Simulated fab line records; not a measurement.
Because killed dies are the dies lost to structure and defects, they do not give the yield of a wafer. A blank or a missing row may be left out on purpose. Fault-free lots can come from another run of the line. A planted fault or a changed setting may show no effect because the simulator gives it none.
Struck lot and sound lot, side by side | flow n5 finfet | 28 out of 1938 route steps
Sound: these wafers, L906.1, L906.5, L906.6. Wafers struck: L904.3, L904.5, L904.6. The cause is named last.
Each step with rows lists, per side, the tool, then ch with its chambers, then its first start. Under that, the readings that differ: sound wafers | struck wafers | difference of the means | sigmas: that difference in standard deviations of wafers without a fault.
alike: same words and numbers on both sides, and readings whose means sit less than 2 such deviations apart. not compared: any withheld reading, any reading some wafer has no value for, any bound like >300 that may hide the same value, and any number with overlapping values for which the record gives no deviation.
A row with sigmas, a row that says differs or no value, or rows on one side alone: a step with any of these is where the two part. When numbers do not overlap yet have no deviation, they are printed without sigmas and do not part them. A reading that every wafer of one side lacks parts them only if that side has two wafers or more.

first, 9 steps without rows for these wafers: N5_BEOL_M7_DESCUM_33 (chemistry O2, time 7 s); N5_BEOL_M7_ETCH_72 (etches underlayer in N2/H2, target depth 6.5 nm, time 5.2 s); N5_BEOL_M7_ETCH_65 (etches SiARC in CF4, target depth 15.6 nm, time 26 s); N5_BEOL_M7_ETCH_66 (etches SOC in N2/H2, target depth 80 nm, overetch 16 nm, time 120 s); N5_BEOL_M7_STRIP_69 (strips in N2/H2); N5_BEOL_M7_STRIP_73 (strips in N2/H2); N5_BEOL_M7_VIA_ETCH_34 (etches SiCOH lowk in C4F6/O2, target depth 125.5 nm, time 50.5 s); N5_BEOL_M7_STRIP_76 (strips in C4F6/O2); N5_BEOL_M7_STRIP_36 (strips in N2/H2).
N5_BEOL_M7_TRENCH_ETCH_37: etches SiCOH lowk in C4F6/O2, target depth 93.478 nm, time 31.2 s.
  sound on rie diel-03 ch 0,2,3, day 15 06:17; struck on rie diel-01 ch 0,1, day 14 10:41
  reading                             | sound             | struck            | difference | sigmas
  bias w (W)                          | 184.0 185.6 184.9 | 158.0 157.6 157.3 | -27.2      | -48
  rf vpp V (V)                        | 656 657 671       | 583 592 582       | -76        | -9
  model.etch.depth nm (nm)            | 93.91 93.31 93.82 | 91.73 90.03 90.71 | -2.86      |
  model.BEOL_M7.feature depth nm (nm) | 94 93.4 93.8      | 91.8 90 90.8      | -2.9       |
  alike: drypump motor current A, oes_ar_750_au, oes_o_777_au, oes product au, rf fwd power W, showerhead plenum p Torr, throttle valve pct
  not compared: rf hours counter h, model.TiN_of_BEOL_M7_HM_DEP_02.thk nm
then, 2 steps without rows for these wafers: N5_BEOL_M7_ETCH_41 (etches SiCN in CH3F/O2, target depth 31.9 nm, time 57.8 s); N5_BEOL_M7_STRIP_80 (strips in N2/H2, time 10 s).
N5_BEOL_M7_OCD_MEAS_38:
  sound on ocd-01, day 15 06:26; struck on ocd-02, day 14 10:50
  reading              | sound          | struck         | difference | sigmas
  trench depth nm (nm) | 94.2 93.1 93.8 | 91.8 90.0 90.3 | -3.0       | -3
then, 13 steps without rows for these wafers: N5_BEOL_M7_HM_STRIP_39 (strips TiN in peroxide tin strip, target depth 25 nm, time 158 s); N5_BEOL_M7_SRD_40 (time 30 s); N5_BEOL_M7_PRECLEAN_42 (cleans in residue remover, time 60 s); N5_BEOL_M7_SRD_43 (time 30 s); N5_BEOL_M7_CURE_75 (cures SiCOH lowk, time 120 s); N5_BEOL_M7_DEGAS_44 (time 60 s); N5_BEOL_M7_PRE_CLEAN_45 (time 30 s); N5_BEOL_M7_ALD_77 (deposits TaN, target thk 2 nm, pulse time 2 s, purge time 3 s); N5_BEOL_M7_SURFACE_TREAT_79; N5_BEOL_M7_CVD_78 (deposits Co from CCTBA/H2, target thk 2 nm, time 142.3 s); N5_BEOL_M7_SPUTTER_48 (material Cu, target thk 10 nm, time 1.667 s); N5_BEOL_M7_ECD_50 (material Cu, target thk 300 nm); N5_BEOL_M7_ANNEAL_51 (time 90 s).
N5_BEOL_M7_CMP_52: polishes, stops on SiCOH lowk, t overpolish 6.9 s, target thk 80 nm.
  sound on cmp-01 ch 2,3, day 15 10:02; struck on cmp-01 ch 0,1, day 14 12:33
  reading                                | sound          | struck       | difference | sigmas
  model.Cu_of_BEOL_M7_ECD_50.thk nm (nm) | 82.8 81.2 81.4 | 79 75.4 77.2 | -5         |
  alike: barrier field endpoint s, motor current A, overpolish run s, time to endpoint s
-- record jumps: 3 days separate the struck wafers' starts on either side; left off in module BEOL_M7, taken up again in module PASSIVATION, whose first shown step is the route's number 1936 --
N5_PASSIVATION_PROBE_49:
  sound on prober-02, day 18 14:11; struck on prober-01, day 17 04:38
  reading         | sound | struck | difference | sigmas
  killed at other | 9 5 8 | 4 0 0  | -6         | -2
  alike: defect limited yield, killed_at_M0_to_M3, killed_at_M4_up, killed at contacts, killed at front end, killed dies, killed on rim, killed open, killed short, sort_bin_5_function, sort_bin_6_memory, sort_bin_8_speed, sort n pass, sort yield pct

## WHERE THEY PART
Earliest at N5_BEOL_M7_TRENCH_ETCH_37; latest, in this record, at N5_PASSIVATION_PROBE_49.

WHY: what had been put in by the simulator
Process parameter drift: rie diel-01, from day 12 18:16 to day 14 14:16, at N5_BEOL_M7_TRENCH_ETCH_37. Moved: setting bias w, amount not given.
